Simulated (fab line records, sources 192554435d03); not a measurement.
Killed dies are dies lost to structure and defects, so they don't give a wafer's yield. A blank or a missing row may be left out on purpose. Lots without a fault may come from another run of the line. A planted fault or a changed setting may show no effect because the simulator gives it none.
Chamber matching | flow n5_finfet | N5_BEOL_M2_ALD_98 on ald_sin-04: 4 sister chambers
The step deposits SiO2, target thk 2.5 nm, pulse time 1 s, co reactant pulse time 1 s. 4 wafers are shown with their chamber, then 12 later ones without.

WAFERS WITH THEIR CHAMBER
wafer  | chamber | heater_power_outer_w (W)
L086.1 | 0       | 33
L088.1 | 2       | 36
L088.3 | 1       | 38
L088.5 | 3       | 30

WAFERS WITHOUT THEIR CHAMBER
wafer  | heater_power_outer_w (W)
L090.1 | 38
L090.2 | 31
L090.6 | 33
L089.2 | 39
L089.3 | 30
L089.6 | 31
L092.2 | 31
L092.4 | 36
L092.6 | 35
L094.2 | 31
L094.3 | 31
L094.5 | 31

WHICH CHAMBER EACH WENT THROUGH
wafer  | from the rows above     | in truth
L090.1 | 1                       | 1
L090.2 | can't be placed: 3 or 0 | 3
L090.6 | 0                       | 0
L089.2 | 1                       | 1
L089.3 | 3                       | 3
L089.6 | can't be placed: 3 or 0 | 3
L092.2 | can't be placed: 3 or 0 | 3
L092.4 | 2                       | 2
L092.6 | can't be placed: 2 or 0 | 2
L094.2 | can't be placed: 3 or 0 | 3
L094.3 | can't be placed: 3 or 0 | 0
L094.5 | can't be placed: 3 or 0 | 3
Placed correctly: 5 of 12. Can't be placed from these rows: 7 (the true chamber is among the candidates in 7). Placed wrongly: 0.
How it was worked out, from the rows above alone: a wafer's distance from a chamber is the root of the sum, over the readings, of the square of ((its reading less the chamber's mean) divided by the reading's scatter). The wafer belongs to the nearest chamber; if the next one is less than 2 further off, it can't be placed. A chamber's mean is the mean of its shown wafers. The scatter: with one shown wafer a chamber, the root of the mean of the squares of how far each hidden wafer lies from its nearest shown one.
